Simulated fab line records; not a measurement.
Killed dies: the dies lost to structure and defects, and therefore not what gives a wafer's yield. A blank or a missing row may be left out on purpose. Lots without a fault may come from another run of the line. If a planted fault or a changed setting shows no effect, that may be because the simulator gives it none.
Which tool was responsible? / flow nand-harc / 39 wafers from 13 lots sampled at 5 of the route's 1159 steps

## WHAT THE GAUGES SHOWED, per wafer
NHARC_THIN_TSV_CD_MEAS_12: target cd 1000 nm. Usual: cd-nm reads 1000.7 nm (standard deviation 2.3).
lot=L521; measured=day 19 01:56; on=cd-sem-01; cd-nm (nm)=1002.3 1003.2 1002.0; flag=
lot=L522; measured=day 19 03:07; on=cd-sem-03; cd-nm (nm)=996.1 1000.1 999.8; flag=
lot=L523; measured=day 19 08:36; on=cd-sem-01; cd-nm (nm)=999.2 997.6 998.8; flag=
lot=L524; measured=day 19 07:28; on=cd-sem-01; cd-nm (nm)=1001.7 1000.9 1004.2; flag=
lot=L527; measured=day 20 13:59; on=cd-sem-01; cd-nm (nm)=1001.1 997.0 1000.1; flag=
lot=L526; measured=day 21 00:46; on=cd-sem-02; cd-nm (nm)=998.6 1001.1 999.8; flag=
lot=L530; measured=day 21 01:55; on=cd-sem-01; cd-nm (nm)=1002.5 1000.3 1001.9; flag=
lot=L531; measured=day 21 04:22; on=cd-sem-02; cd-nm (nm)=1002.5 1002.4 1002.2; flag=
lot=L533; measured=day 21 06:49; on=cd-sem-01; cd-nm (nm)=1003.3 999.2 1002.3; flag=
lot=L534; measured=day 21 08:00; on=cd-sem-03; cd-nm (nm)=1002.2 1003.5 1001.0; flag=
lot=L532; measured=day 22 16:22; on=cd-sem-02; cd-nm (nm)=1002.4 1003.9 997.1; flag=
lot=L543; measured=day 24 13:38; on=cd-sem-01; cd-nm (nm)=1002.7 1002.8 1001.1; flag=
lot=L544; measured=day 24 10:43; on=cd-sem-02; cd-nm (nm)=995.7 999.4 1000.6; flag=

NHARC_END_SORT_01. Usual: killed-at-array 25, standard deviation 9.5; killed-at-other 0.8, standard deviation 1.2; killed-at-periphery 3.4, standard deviation 2.2; killed-dies 29, standard deviation 10; killed-open 3.3, standard deviation 1.8; killed-short 2.1, standard deviation 1.4.
lot=L543; measured=day 25 07:31; on=prober-02; killed-at-array=98 91 94; killed-at-other=1 0 2; killed-at-periphery=2 3 2; killed-dies=101 94 98; killed-open=3 5 4; killed-short=1 2 3; flag=OFF
lot=L544; measured=day 25 02:05; on=prober-02; killed-at-array=92 84 98; killed-at-other=0 1 1; killed-at-periphery=5 3 4; killed-dies=97 88 103; killed-open=7 3 4; killed-short=4 2 0; flag=OFF

## WHAT TOOL EACH LOT RAN ON (gives the tool, then ch and the chambers of the sampled wafers, and finally the start)
lot=L521; NHARC_A_ONON_D1_DEP_03=pecvd-onon-04 ch 0, day 7 14:59; NHARC_A_BONDPAD_CMP_29=cmp-03 ch 0,1, day 18 02:23; NHARC_HYBRID_BOND_ACTIVATE_00=rie-diel-02 ch 0,2, day 18 06:07
lot=L522; NHARC_A_ONON_D1_DEP_03=pecvd-onon-04 ch 0, day 8 00:14; NHARC_A_BONDPAD_CMP_29=cmp-03 ch 0,1,2, day 18 02:47; NHARC_HYBRID_BOND_ACTIVATE_00=rie-diel-07 ch 1,2, day 18 06:30
lot=L523; NHARC_A_ONON_D1_DEP_03=pecvd-onon-02 ch 0, day 8 00:17; NHARC_A_BONDPAD_CMP_29=cmp-02 ch 1,2,3, day 18 12:50; NHARC_HYBRID_BOND_ACTIVATE_00=rie-diel-02 ch 0,1,3, day 18 16:30
lot=L524; NHARC_A_ONON_D1_DEP_03=pecvd-onon-03 ch 0, day 8 10:01; NHARC_A_BONDPAD_CMP_29=cmp-03 ch 0,1, day 18 12:51; NHARC_HYBRID_BOND_ACTIVATE_00=rie-diel-02 ch 1,2,3, day 18 16:41
lot=L527; NHARC_A_ONON_D1_DEP_03=pecvd-onon-03 ch 0, day 9 05:07; NHARC_A_BONDPAD_CMP_29=cmp-03 ch 0,1,3, day 19 22:08; NHARC_HYBRID_BOND_ACTIVATE_00=rie-diel-10 ch 2,3, day 20 01:40
lot=L526; NHARC_A_ONON_D1_DEP_03=pecvd-onon-04 ch 0, day 9 05:13; NHARC_A_BONDPAD_CMP_29=cmp-03 ch 1,2,3, day 20 05:34; NHARC_HYBRID_BOND_ACTIVATE_00=rie-diel-10 ch 0,1, day 20 09:14
lot=L530; NHARC_A_ONON_D1_DEP_03=pecvd-onon-02 ch 0, day 9 12:22; NHARC_A_BONDPAD_CMP_29=cmp-01 ch 0,1, day 20 05:49; NHARC_HYBRID_BOND_ACTIVATE_00=rie-diel-10 ch 1,2, day 20 09:37
lot=L531; NHARC_A_ONON_D1_DEP_03=pecvd-onon-02 ch 0, day 9 21:56; NHARC_A_BONDPAD_CMP_29=cmp-03 ch 0,1, day 20 08:14; NHARC_HYBRID_BOND_ACTIVATE_00=rie-diel-02 ch 1,2,3, day 20 11:56
lot=L533; NHARC_A_ONON_D1_DEP_03=pecvd-onon-03 ch 0, day 10 15:39; NHARC_A_BONDPAD_CMP_29=cmp-02 ch 0,2,3, day 20 14:39; NHARC_HYBRID_BOND_ACTIVATE_00=rie-diel-07 ch 1,2,3, day 20 18:26
lot=L534; NHARC_A_ONON_D1_DEP_03=pecvd-onon-02 ch 0, day 10 15:40; NHARC_A_BONDPAD_CMP_29=cmp-01 ch 0,2,3, day 20 13:41; NHARC_HYBRID_BOND_ACTIVATE_00=rie-diel-02 ch 0,1,3, day 20 18:21
lot=L532; NHARC_A_ONON_D1_DEP_03=pecvd-onon-03 ch 0, day 11 13:05; NHARC_A_BONDPAD_CMP_29=cmp-02 ch 0,2,3, day 21 22:01; NHARC_HYBRID_BOND_ACTIVATE_00=rie-diel-10 ch 2,3, day 22 01:44
lot=L543; NHARC_A_ONON_D1_DEP_03=pecvd-onon-03 ch 0, day 12 21:08; NHARC_A_BONDPAD_CMP_29=cmp-02 ch 0,1,3, day 23 21:31; NHARC_HYBRID_BOND_ACTIVATE_00=rie-diel-02 ch 1,2,3, day 24 01:10
lot=L544; NHARC_A_ONON_D1_DEP_03=pecvd-onon-03 ch 0, day 13 08:16; NHARC_A_BONDPAD_CMP_29=cmp-03 ch 0,1,3, day 23 17:43; NHARC_HYBRID_BOND_ACTIVATE_00=rie-diel-02 ch 0,1,3, day 23 21:24
- NHARC_A_ONON_D1_DEP_03: target thk 1000 nm.
- NHARC_A_BONDPAD_CMP_29: polishes SiCN, target thk 200 nm.
- NHARC_HYBRID_BOND_ACTIVATE_00: chemistry N2, time 60 s.

## AS READ BY THE TOOLS THEMSELVES (means over the sampled wafers that have a number; for cases with no such wafer, the mark the record gives instead)
NHARC_A_ONON_D1_DEP_03. Usual: n2-flow-sccm reads 2752 sccm (standard deviation 7.3).
lot=L521; tool=pecvd-onon-04; n2-flow-sccm (sccm)=2752; flag=
lot=L522; tool=pecvd-onon-04; n2-flow-sccm (sccm)=2750; flag=
lot=L523; tool=pecvd-onon-02; n2-flow-sccm (sccm)=2751; flag=
lot=L524; tool=pecvd-onon-03; n2-flow-sccm (sccm)=2746; flag=
lot=L527; tool=pecvd-onon-03; n2-flow-sccm (sccm)=2750; flag=
lot=L526; tool=pecvd-onon-04; n2-flow-sccm (sccm)=2756; flag=
lot=L530; tool=pecvd-onon-02; n2-flow-sccm (sccm)=2759; flag=
lot=L531; tool=pecvd-onon-02; n2-flow-sccm (sccm)=2753; flag=
lot=L533; tool=pecvd-onon-03; n2-flow-sccm (sccm)=2756; flag=
lot=L534; tool=pecvd-onon-02; n2-flow-sccm (sccm)=2749; flag=
lot=L532; tool=pecvd-onon-03; n2-flow-sccm (sccm)=2759; flag=
lot=L543; tool=pecvd-onon-03; n2-flow-sccm (sccm)=2749; flag=
lot=L544; tool=pecvd-onon-03; n2-flow-sccm (sccm)=2748; flag=

NHARC_A_BONDPAD_CMP_29. Usual: motor-current-A 12.4 A, standard deviation 1; retaining-ring-pressure-frac 1.000, standard deviation 0.0047.
lot=L521; tool=cmp-03; motor-current-A (A)=11.5; retaining-ring-pressure-frac=1.004; flag=
lot=L522; tool=cmp-03; motor-current-A (A)=12.1; retaining-ring-pressure-frac=0.999; flag=
lot=L523; tool=cmp-02; motor-current-A (A)=12.6; retaining-ring-pressure-frac=0.996; flag=
lot=L524; tool=cmp-03; motor-current-A (A)=11.7; retaining-ring-pressure-frac=1.002; flag=
lot=L527; tool=cmp-03; motor-current-A (A)=11.5; retaining-ring-pressure-frac=1.000; flag=
lot=L526; tool=cmp-03; motor-current-A (A)=11.9; retaining-ring-pressure-frac=0.998; flag=
lot=L530; tool=cmp-01; motor-current-A (A)=13.1; retaining-ring-pressure-frac=1.004; flag=
lot=L531; tool=cmp-03; motor-current-A (A)=12.1; retaining-ring-pressure-frac=0.998; flag=
lot=L533; tool=cmp-02; motor-current-A (A)=12.7; retaining-ring-pressure-frac=0.999; flag=
lot=L534; tool=cmp-01; motor-current-A (A)=12.5; retaining-ring-pressure-frac=1.001; flag=
lot=L532; tool=cmp-02; motor-current-A (A)=12.8; retaining-ring-pressure-frac=1.003; flag=
lot=L543; tool=cmp-02; motor-current-A (A)=12.4; retaining-ring-pressure-frac=0.998; flag=
lot=L544; tool=cmp-03; motor-current-A (A)=12.1; retaining-ring-pressure-frac=0.998; flag=

NHARC_HYBRID_BOND_ACTIVATE_00. Usual: drypump-motor-current-A 5.8 A, standard deviation 0.36; n2-flow-sccm 200.0 sccm, standard deviation 0.53; oes-product-au 1.002 a.u., standard deviation 0.0084; rf-vpp-V 64.2 V, standard deviation 0.92; showerhead-plenum-p-Torr 1.78 Torr, standard deviation 0.074.
lot=L521; tool=rie-diel-02; drypump-motor-current-A (A)=5.8; n2-flow-sccm (sccm)=200.6; oes-product-au (a.u.)=0.983; rf-vpp-V (V)=64.2; showerhead-plenum-p-Torr (Torr)=1.82; flag=
lot=L522; tool=rie-diel-07; drypump-motor-current-A (A)=5.5; n2-flow-sccm (sccm)=200.3; oes-product-au (a.u.)=0.997; rf-vpp-V (V)=64.3; showerhead-plenum-p-Torr (Torr)=1.85; flag=
lot=L523; tool=rie-diel-02; drypump-motor-current-A (A)=6.1; n2-flow-sccm (sccm)=199.8; oes-product-au (a.u.)=0.999; rf-vpp-V (V)=64.9; showerhead-plenum-p-Torr (Torr)=1.82; flag=
lot=L524; tool=rie-diel-02; drypump-motor-current-A (A)=6.0; n2-flow-sccm (sccm)=199.5; oes-product-au (a.u.)=0.997; rf-vpp-V (V)=64.2; showerhead-plenum-p-Torr (Torr)=1.76; flag=
lot=L527; tool=rie-diel-10; drypump-motor-current-A (A)=5.5; n2-flow-sccm (sccm)=199.7; oes-product-au (a.u.)=1.008; rf-vpp-V (V)=64.0; showerhead-plenum-p-Torr (Torr)=1.73; flag=
lot=L526; tool=rie-diel-10; drypump-motor-current-A (A)=5.4; n2-flow-sccm (sccm)=200.1; oes-product-au (a.u.)=1.005; rf-vpp-V (V)=63.9; showerhead-plenum-p-Torr (Torr)=1.79; flag=
lot=L530; tool=rie-diel-10; drypump-motor-current-A (A)=5.5; n2-flow-sccm (sccm)=199.9; oes-product-au (a.u.)=0.999; rf-vpp-V (V)=63.1; showerhead-plenum-p-Torr (Torr)=1.76; flag=
lot=L531; tool=rie-diel-02; drypump-motor-current-A (A)=6.1; n2-flow-sccm (sccm)=200.1; oes-product-au (a.u.)=0.995; rf-vpp-V (V)=64.0; showerhead-plenum-p-Torr (Torr)=1.76; flag=
lot=L533; tool=rie-diel-07; drypump-motor-current-A (A)=5.8; n2-flow-sccm (sccm)=199.5; oes-product-au (a.u.)=1.007; rf-vpp-V (V)=64.4; showerhead-plenum-p-Torr (Torr)=1.84; flag=
lot=L534; tool=rie-diel-02; drypump-motor-current-A (A)=6.1; n2-flow-sccm (sccm)=200.5; oes-product-au (a.u.)=1.005; rf-vpp-V (V)=64.0; showerhead-plenum-p-Torr (Torr)=1.82; flag=
lot=L532; tool=rie-diel-10; drypump-motor-current-A (A)=5.6; n2-flow-sccm (sccm)=200.1; oes-product-au (a.u.)=0.996; rf-vpp-V (V)=63.6; showerhead-plenum-p-Torr (Torr)=1.68; flag=
lot=L543; tool=rie-diel-02; drypump-motor-current-A (A)=6.0; n2-flow-sccm (sccm)=200.0; oes-product-au (a.u.)=1.003; rf-vpp-V (V)=64.3; showerhead-plenum-p-Torr (Torr)=1.76; flag=
lot=L544; tool=rie-diel-02; drypump-motor-current-A (A)=6.1; n2-flow-sccm (sccm)=200.1; oes-product-au (a.u.)=1.000; rf-vpp-V (V)=64.9; showerhead-plenum-p-Torr (Torr)=1.82; flag=

## THE ANSWER, worked out from the rows above alone
Rule: a lot counts as off when the mean over its wafers that have a number is more than 3 standard deviations away from the usual mean. Also off: a lot with no number at a reading for which 4 or more lots have one. All remaining lots with rows at the step are treated as sound. After the gauges, taken in route order, come the tools' own readings; for these a lot's mean is taken, as printed above. The first step at which some lot is off is used, and at that step the reading that is off furthest; a lot without a number counts as furthest.
Off: L543, L544, at NHARC_END_SORT_01 (killed-at-array). Neither off nor sound, because the step has no rows for them: L521, L522, L523, L524, L527, L526, L530, L531, L533, L534, L532.
If a tool, at a process step before that reading, ran all the lots that are off and no sound lot after the first of them, it fits. The gauges at NHARC_END_SORT_01 are tried like those tools. Can't be told from this: 3 tools fit, pecvd-onon-03 at NHARC_A_ONON_D1_DEP_03, rie-diel-02 at NHARC_HYBRID_BOND_ACTIVATE_00, prober-02 at NHARC_END_SORT_01.

## WHAT THE SIMULATOR HAD INSERTED
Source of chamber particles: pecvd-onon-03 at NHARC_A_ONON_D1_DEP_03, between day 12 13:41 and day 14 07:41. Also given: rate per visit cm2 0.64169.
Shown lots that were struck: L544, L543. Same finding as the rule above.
